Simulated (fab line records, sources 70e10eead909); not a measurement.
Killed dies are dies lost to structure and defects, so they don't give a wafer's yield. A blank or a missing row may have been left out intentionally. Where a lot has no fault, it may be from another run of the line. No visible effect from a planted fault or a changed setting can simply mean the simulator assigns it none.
Which tool did it?	flow nand harc	45 wafers from 15 lots sampled at 4 of the route's 1159 steps

WHAT THE GAUGES READ, wafer by wafer
No reading from a measuring or inspecting step in the record can be judged against a usual standard deviation.

EACH LOT AND THE TOOL THAT RAN IT (in order: tool; ch and the chambers of the sampled wafers; start)
lot	NHARC_A_CONTACT_ETCH_89	NHARC_A_CONTACT_ETCH_139	NHARC_A_CONTACT_ETCH_98	NHARC_A_CONTACT_ALD_18
L679	rie diel-01 ch 0,1, day 17 18:31 or earlier	har cap etch-01 ch 0,1, day 17 18:31	rie diel-09 ch 0,1,2, day 17 19:01	ald metal-01 ch 1,2,3, day 17 20:19
L680	rie diel-09 ch 0,1,3, day 17 19:35 or earlier	har cap etch-03 ch 0,1, day 17 19:35	rie diel-01 ch 0,3, day 17 20:10	ald metal-02 ch 1,3, day 17 21:19
L681	rie diel-01 ch 0,3, day 18 06:53 or earlier	har cap etch-02 ch 0,1, day 18 06:53	rie diel-01 ch 2,3, day 18 07:26	ald metal-04 ch 2,3, day 18 08:33
L682	rie diel-01 ch 1,3, day 18 11:49 or earlier	har cap etch-02 ch 0,1, day 18 11:49	rie diel-01 ch 0,2,3, day 18 12:17	ald metal-01 ch 2,3, day 18 13:18
L688	rie diel-01 ch 0,1,2, day 19 20:34 or earlier	har cap etch-01 ch 0,1, day 19 20:34	rie diel-09 ch 1,2, day 19 21:02	ald metal-01 ch 0,1,3, day 19 22:09
L686	rie diel-01 ch 0,3, day 19 21:32 or earlier	har cap etch-03 ch 0,1, day 19 21:32	rie diel-03 ch 1,2,3, day 19 21:58	ald metal-01 ch 0,1, day 19 22:59
L685	rie diel-03 ch 0,3, day 19 21:52 or earlier	har cap etch-02 ch 0,1, day 19 21:52	rie diel-01 ch 0,3, day 19 22:22	ald metal-02 ch 0,2,3, day 19 23:29
L690	rie diel-03 ch 0,2,3, day 20 09:47 or earlier	har cap etch-02 ch 0,1, day 20 09:47	rie diel-09 ch 1,2,3, day 20 10:56	ald metal-01 ch 0,2,3, day 20 12:23
L689	rie diel-09 ch 0,1,3, day 20 11:50 or earlier	har cap etch-02 ch 0,1, day 20 11:50	rie diel-01 ch 1,2,3, day 20 12:20	ald metal-04 ch 0,1,2, day 20 13:28
L692	rie diel-01 ch 0,1, day 21 01:30 or earlier	har cap etch-02 ch 0,1, day 21 01:30	rie diel-03 ch 0,2,3, day 21 01:58	ald metal-02 ch 0,1,2, day 21 03:00
L693	rie diel-03 ch 1,2,3, day 21 14:04 or earlier	har cap etch-01 ch 0,1, day 21 14:04	rie diel-03 ch 0,2, day 21 14:40	ald metal-02 ch 1,3, day 21 16:04
L694	rie diel-09 ch 1,2, day 21 14:19 or earlier	har cap etch-02 ch 0,1, day 21 14:19	rie diel-09 ch 0,1,3, day 21 14:53	ald metal-04 ch 0,1, day 21 16:02
L698	rie diel-03 ch 0,1, day 22 14:49 or earlier	har cap etch-01 ch 0,1, day 22 14:49	rie diel-01 ch 0,2,3, day 22 15:22	ald metal-01 ch 0,1, day 22 16:30
L699	rie diel-01 ch 2,3, day 22 22:31 or earlier	har cap etch-01 ch 0,1, day 22 22:31	rie diel-01 ch 0,2,3, day 22 23:06	ald metal-01 ch 0,3, day 23 00:15
L700	rie diel-01 ch 0,1,2, day 23 03:13 or earlier	har cap etch-02 ch 0,1, day 23 03:13	rie diel-09 ch 1,2, day 23 03:45	ald metal-02 ch 0,2,3, day 23 04:49
- NHARC_A_CONTACT_ETCH_89: etches the open film in N2/H2, target depth 260 nm, time 475.3 s.
- NHARC_A_CONTACT_ETCH_139: etches the open film in C4F8/O2/Ar, time 137 s, target depth 590 nm.
- NHARC_A_CONTACT_ETCH_98: etches the open film in C4F6/O2, target depth 20 nm, time 10 s.
- NHARC_A_CONTACT_ALD_18: deposits TiN, target thk 3 nm, pulse time 1 s, ald cycles 150.

AS READ BY THE TOOLS THEMSELVES (means over the sampled wafers that have a number; for cases with no such wafer, the mark the record gives instead)
NHARC_A_CONTACT_ETCH_89. Usual: bias w 150.0 W, standard deviation 0.46; chamber pressure mTorr 30.001 mTorr, standard deviation 0.024; drypump motor current A 5.6 A, standard deviation 0.46; h2 flow sccm 150.0 sccm, standard deviation 0.44; oes product au 1.000 a.u., standard deviation 0.0093; rf vpp V 430 V, standard deviation 3; showerhead plenum p Torr 2.04 Torr, standard deviation 0.11; throttle valve pct 14.172 %, standard deviation 0.0084.
lot	tool	bias w (W)	chamber pressure mTorr (mTorr)	drypump motor current A (A)	h2 flow sccm (sccm)	oes product au (a.u.)	rf vpp V (V)	showerhead plenum p Torr (Torr)	throttle valve pct (%)	flag
L679	rie diel-01	150.0	30.003	5.8	150.2	1.003	432	2.12	14.169	
L680	rie diel-09	150.5	29.986	5.7	150.2	1.001	430	2.03	14.162	
L681	rie diel-01	149.4	29.973	5.9	149.7	1.002	434	2.14	14.172	
L682	rie diel-01	149.4	30.005	6.1	149.8	0.997	428	1.96	14.176	
L688	rie diel-01	150.1	30.006	5.8	150.4	0.999	430	2.04	14.170	
L686	rie diel-01	150.3	29.975	5.9	150.1	0.996	433	2.14	14.175	
L685	rie diel-03	150.2	30.013	5.5	150.0	0.988	427	1.95	14.172	
L690	rie diel-03	150.2	30.001	5.4	149.8	0.996	431	2.04	14.179	
L689	rie diel-09	150.0	30.003	5.7	150.0	1.006	430	2.03	14.172	
L692	rie diel-01	149.7	29.988	5.8	150.0	0.988	433	2.11	14.164	
L693	rie diel-03	150.5	29.992	5.1	149.9	1.012	430	2.05	14.173	
L694	rie diel-09	150.6	29.981	5.2	150.0	1.002	428	1.95	14.168	
L698	rie diel-03	150.2	30.010	5.1	150.0	1.003	430	2.09	14.168	
L699	rie diel-01	150.1	29.982	6.0	150.1	0.986	430	1.99	14.167	
L700	rie diel-01	149.7	30.041	5.8	149.4	0.989	430	2.03	14.175	

NHARC_A_CONTACT_ETCH_139. Usual: chamber pressure mTorr 20.001 mTorr, standard deviation 0.018; oes air line au 1.000 a.u., standard deviation 0.019.
lot	tool	chamber pressure mTorr (mTorr)	oes air line au (a.u.)	flag
L679	har cap etch-01	20.000	0.982	
L680	har cap etch-03	19.991	0.987	
L681	har cap etch-02	20.006	0.987	
L682	har cap etch-02	19.996	0.995	
L688	har cap etch-01	20.015	0.989	
L686	har cap etch-03	19.990	0.996	
L685	har cap etch-02	20.010	1.028	
L690	har cap etch-02	20.010	0.998	
L689	har cap etch-02	20.007	0.997	
L692	har cap etch-02	19.993	0.993	
L693	har cap etch-01	20.003	0.974	
L694	har cap etch-02	19.998	1.007	
L698	har cap etch-01	20.001	1.003	
L699	har cap etch-01	20.013	1.000	
L700	har cap etch-02	19.989	0.996	

NHARC_A_CONTACT_ETCH_98. Usual: bias w 500.0 W, standard deviation 1.5; c4f6 flow sccm 25.00 sccm, standard deviation 0.072; drypump motor current A 5.7 A, standard deviation 0.43; o2 flow sccm 20.00 sccm, standard deviation 0.059; oes product au 0.958 a.u., standard deviation 0.022; rf vpp V 547 V, standard deviation 3.7; showerhead plenum p Torr 3.92 Torr, standard deviation 0.18; throttle valve pct 26.902 %, standard deviation 0.0098.
lot	tool	bias w (W)	c4f6 flow sccm (sccm)	drypump motor current A (A)	o2 flow sccm (sccm)	oes product au (a.u.)	rf vpp V (V)	showerhead plenum p Torr (Torr)	throttle valve pct (%)	flag
L679	rie diel-09	500.6	25.01	5.7	19.99	0.935	545	3.89	26.910	
L680	rie diel-01	499.8	25.08	5.9	19.94	1.001	550	4.10	26.905	
L681	rie diel-01	498.8	25.03	5.8	20.07	0.976	545	3.85	26.895	
L682	rie diel-01	500.0	25.03	5.8	20.03	0.951	548	3.97	26.896	
L688	rie diel-09	499.3	25.02	5.2	19.99	1.010	544	3.77	26.897	
L686	rie diel-03	500.8	25.04	5.0	19.99	0.947	548	3.95	26.901	
L685	rie diel-01	500.9	24.96	6.0	20.03	0.946	549	3.98	26.905	
L690	rie diel-09	501.7	24.89	5.4	20.00	0.989	546	3.91	26.911	
L689	rie diel-01	499.1	25.00	6.0	19.97	0.953	545	3.80	26.905	
L692	rie diel-03	-	-	-	-	-	-	-	-	OFF
L693	rie diel-03	-	-	-	-	-	-	-	-	OFF
L694	rie diel-09	-	-	-	-	-	-	-	-	OFF
L698	rie diel-01	501.2	25.04	5.8	20.03	0.994	549	3.96	26.894	
L699	rie diel-01	500.3	24.97	5.8	19.96	0.943	547	3.96	26.911	
L700	rie diel-09	500.4	24.97	5.2	20.04	0.963	543	3.76	26.899	

NHARC_A_CONTACT_ALD_18. Usual: heater power w 1061 W, standard deviation 87; precursor pulse height rel 0.999, standard deviation 0.023.
lot	tool	heater power w (W)	precursor pulse height rel	flag
L679	ald metal-01	1089	0.979	
L680	ald metal-02	1127	1.006	
L681	ald metal-04	1060	0.981	
L682	ald metal-01	1108	0.994	
L688	ald metal-01	1098	0.977	
L686	ald metal-01	1098	0.993	
L685	ald metal-02	1005	1.008	
L690	ald metal-01	1089	0.997	
L689	ald metal-04	1049	1.019	
L692	ald metal-02	990	0.988	
L693	ald metal-02	1151	1.008	
L694	ald metal-04	1065	1.012	
L698	ald metal-01	1113	0.985	
L699	ald metal-01	1133	0.993	
L700	ald metal-02	990	1.015	

THE ANSWER, worked out from the rows above alone
Rule: a lot counts as off when the mean over its wafers that have a number is more than 3 standard deviations away from the usual mean. Also off: a lot with no number at a reading for which 4 or more lots have one. Where the step has rows for the other lots, those lots are counted as sound. First the gauges in route order, then the tools' own readings, where a lot's mean is used as printed above. At the first step where some lot is off, the reading lying furthest off is the one used; lots without a number count as furthest.
Off, at NHARC_A_CONTACT_ETCH_98 on bias w: L692, L693, L694. Without a number there: L692, L693, L694.
A tool fits if, at that step or a process step before it, it ran every lot that is off, and no sound lot after the first of them. NHARC_A_CONTACT_ETCH_89: start missing for some lots; hours and lot order therefore follow NHARC_A_CONTACT_ETCH_139. None of those tried fits.

WHAT THE SIMULATOR HAD INSERTED
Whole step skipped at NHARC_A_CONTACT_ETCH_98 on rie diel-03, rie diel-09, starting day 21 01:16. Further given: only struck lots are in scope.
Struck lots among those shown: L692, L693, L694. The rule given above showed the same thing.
